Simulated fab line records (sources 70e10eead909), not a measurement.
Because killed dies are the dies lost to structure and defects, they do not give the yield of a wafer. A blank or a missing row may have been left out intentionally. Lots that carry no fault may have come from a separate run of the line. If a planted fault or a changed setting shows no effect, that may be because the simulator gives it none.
Which of the tools did it? | flow nand_harc | 12 lots, 36 wafers sampled, at 5 steps of a route of 1159

== WHAT EACH GAUGE READ, for each wafer ==
NHARC_A_BONDPAD_CD_MEAS_09 targets a cd of 500 nm.
lot  | measured     | on        | cd_nm (nm)
L367 | day 18 14:53 | cd_sem-03 | 497.2 499.6 497.0
L368 | day 18 16:27 | cd_sem-02 | 501.1 496.8 497.1
L369 | day 18 19:43 | cd_sem-03 | 500.3 499.6 495.7
L370 | day 19 07:31 | cd_sem-02 | 499.8 502.7 497.2
L371 | day 19 08:20 | cd_sem-03 | 501.3 503.2 501.8
L374 | day 20 09:17 | cd_sem-02 | 502.6 501.7 500.9
L377 | day 21 15:23 | cd_sem-01 | 497.9 496.3 498.8
L383 | day 22 08:36 | cd_sem-02 | 504.3 505.9 500.7
L380 | day 22 11:28 | cd_sem-03 | 497.0 499.8 496.7
L386 | day 23 07:59 | cd_sem-03 | 495.8 499.3 498.4
L385 | day 23 12:25 | cd_sem-02 | 499.9 501.4 501.0
L389 | day 24 00:04 | cd_sem-03 | 502.2 498.1 498.4

NHARC_END_SORT_01.
lot  | measured     | on        | killed_at_array | killed_at_other | killed_at_periphery | killed_dies | killed_open | killed_short
L374 | day 21 16:46 | prober-02 | 30 89 24        | 0 1 2           | 8 5 9               | 38 95 35    | 2 2 7       | 2 2 3
L377 | day 22 22:02 | prober-01 | 75 93 17        | 0 1 0           | 5 4 3               | 80 98 20    | 2 7 0       | 1 1 0

== WHICH TOOL RAN EACH LOT (tool, then ch and the chambers of the sampled wafers, then the start) ==
lot  | NHARC_A_CONTACT_ETCH_112             | NHARC_A_BONDPAD_ETCH_34            | NHARC_A_BONDPAD_ETCH_12
L367 | har_cap_etch-02 ch 0,1, day 16 22:29 | rie_diel-03 ch 0,3, day 18 15:10   | rie_diel-03 ch 0,3, no start
L368 | har_cap_etch-03 ch 0,1, day 17 06:19 | rie_diel-05 ch 0,1, day 18 16:45   | rie_diel-05 ch 1,3, no start
L369 | har_cap_etch-02 ch 0,1, day 17 10:03 | rie_diel-05 ch 0,2,3, day 18 20:01 | rie_diel-05 ch 0,1, no start
L370 | har_cap_etch-03 ch 0,1, day 17 22:03 | rie_diel-06 ch 0,2,3, day 19 07:49 | rie_diel-06 ch 0,2,3, no start
L371 | har_cap_etch-01 ch 0,1, day 17 23:44 | rie_diel-05 ch 1,2, day 19 08:40   | rie_diel-05 ch 1,3, no start
L374 | har_cap_etch-03 ch 0,1, day 19 00:01 | rie_diel-05 ch 1,2,3, day 20 09:35 | rie_diel-05 ch 0,1,3, day 21 16:46 or earlier
L377 | har_cap_etch-03 ch 0,1, day 19 13:22 | rie_diel-05 ch 1,2,3, day 21 15:41 | rie_diel-05 ch 0,2,3, day 22 22:02 or earlier
L383 | har_cap_etch-02 ch 0,1, day 20 13:58 | rie_diel-05 ch 0,1, day 22 08:55   | rie_diel-05 ch 0,2, no start
L380 | har_cap_etch-02 ch 0,1, day 20 20:32 | rie_diel-06 ch 1,2,3, day 22 11:46 | rie_diel-06 ch 0,1,3, no start
L386 | har_cap_etch-03 ch 0,1, day 21 22:36 | rie_diel-05 ch 0,2,3, day 23 08:18 | rie_diel-05 ch 2,3, no start
L385 | har_cap_etch-01 ch 0,1, day 22 04:02 | rie_diel-05 ch 2,3, day 23 12:43   | rie_diel-05 ch 0,2, no start
L389 | har_cap_etch-03 ch 0,1, day 22 14:17 | rie_diel-05 ch 1,2,3, day 24 00:22 | rie_diel-05 ch 1,3, no start
- NHARC_A_CONTACT_ETCH_112: etches the open film in C4F8/O2/Ar, time 94 s, target depth 922 nm.
- NHARC_A_BONDPAD_ETCH_34: etches the open film in N2/H2, target depth 60 nm, overetch 18 nm, time 65.91 s.
- NHARC_A_BONDPAD_ETCH_12: etches the open film in CHF3/O2, target depth 220 nm, time 110 s.

== AS READ BY THE TOOLS THEMSELVES (means over the sampled wafers that have a number; for cases with no such wafer, the mark the record gives instead) ==
NHARC_A_BONDPAD_ETCH_34.
lot  | tool        | drypump_motor_current_A (A) | oes_product_au (a.u.) | rf_fwd_power_W (W) | rf_vpp_V (V) | showerhead_plenum_p_Torr (Torr) | throttle_valve_pct (%)
L367 | rie_diel-03 | 6.1                         | 0.995                 | 398.1              | 430          | 2.00                            | 14.170
L368 | rie_diel-05 | 5.9                         | 1.000                 | 397.3              | 429          | 2.03                            | 14.168
L369 | rie_diel-05 | 6.1                         | 1.016                 | 395.2              | 429          | 2.00                            | 14.166
L370 | rie_diel-06 | 5.7                         | 0.984                 | 396.6              | 433          | 2.10                            | 14.178
L371 | rie_diel-05 | 6.2                         | 1.019                 | 395.1              | 428          | 1.98                            | 14.166
L374 | rie_diel-05 | 6.3                         | 1.019                 | 395.8              | 431          | 2.06                            | 14.169
L377 | rie_diel-05 | 6.3                         | 1.010                 | 397.1              | 430          | 2.06                            | 14.181
L383 | rie_diel-05 | 5.9                         | 0.989                 | 398.0              | 431          | 2.03                            | 14.168
L380 | rie_diel-06 | 5.8                         | 1.000                 | 397.2              | 432          | 2.13                            | 14.174
L386 | rie_diel-05 | 6.1                         | 1.006                 | 395.4              | 430          | 2.00                            | 14.179
L385 | rie_diel-05 | 6.5                         | 1.005                 | 394.3              | 431          | 2.08                            | 14.177
L389 | rie_diel-05 | 6.3                         | 1.009                 | 396.4              | 431          | 2.05                            | 14.171

NHARC_A_BONDPAD_ETCH_12.
lot  | tool        | chf3_flow_sccm (sccm) | drypump_motor_current_A (A) | oes_product_au (a.u.) | rf_fwd_power_W (W) | rf_vpp_V (V) | showerhead_plenum_p_Torr (Torr) | throttle_valve_pct (%)
L367 | rie_diel-03 | 50.13                 | 6.1                         | 0.951                 | 498.8              | 371.2        | 2.42                            | 20.577
L368 | rie_diel-05 | 49.99                 | 6.2                         | 0.962                 | 496.9              | 372.5        | 2.49                            | 20.567
L369 | rie_diel-05 | 49.89                 | 5.9                         | 0.929                 | 497.9              | 370.1        | 2.39                            | 20.563
L370 | rie_diel-06 | 50.15                 | 5.7                         | 0.962                 | 496.7              | 371.9        | 2.47                            | 20.579
L371 | rie_diel-05 | 49.85                 | 6.4                         | 0.974                 | 496.2              | 373.0        | 2.51                            | 20.574
L374 | rie_diel-05 | 50.06                 | 6.1                         | 0.960                 | 498.1              | 371.4        | 2.42                            | 20.582
L377 | rie_diel-05 | 49.90                 | 6.1                         | 0.975                 | 496.3              | 369.9        | 2.36                            | 20.574
L383 | rie_diel-05 | 50.10                 | 5.8                         | 0.966                 | 496.7              | 367.1        | 2.26                            | 20.576
L380 | rie_diel-06 | 49.87                 | 5.7                         | 0.927                 | 497.4              | 370.5        | 2.42                            | 20.580
L386 | rie_diel-05 | 50.08                 | 6.3                         | 0.974                 | 495.3              | 370.3        | 2.36                            | 20.575
L385 | rie_diel-05 | 50.17                 | 5.8                         | 0.978                 | 494.8              | 367.1        | 2.26                            | 20.580
L389 | rie_diel-05 | 49.98                 | 6.5                         | 0.973                 | 494.4              | 373.0        | 2.51                            | 20.576

== THE ANSWER, worked out from the rows above alone ==
Rule: what is usual is taken from the lots themselves. Put in order of their means at a reading, lots are off if they are a third of the lots or fewer, leave a main group of 4 or more, and stand apart from it by a gap of 3 or more times the standard deviation of the main group's means; of several such gaps the widest counts. A main group whose means are all the same, to the digits that the tables above print for the reading, isn't used. A lot without any number at a reading at which 4 lots or more have one is off too. The other lots that the step has rows for count as sound. The gauges are gone through in route order, then the tools' own readings, and for those a lot's mean is taken as printed above. At the first step where some lot is off, the reading lying furthest off is the one used; lots without a number count as furthest.
No lot is off at any reading shown: from this, nothing can be told.

== WHAT THE SIMULATOR HAD PUT IN ==
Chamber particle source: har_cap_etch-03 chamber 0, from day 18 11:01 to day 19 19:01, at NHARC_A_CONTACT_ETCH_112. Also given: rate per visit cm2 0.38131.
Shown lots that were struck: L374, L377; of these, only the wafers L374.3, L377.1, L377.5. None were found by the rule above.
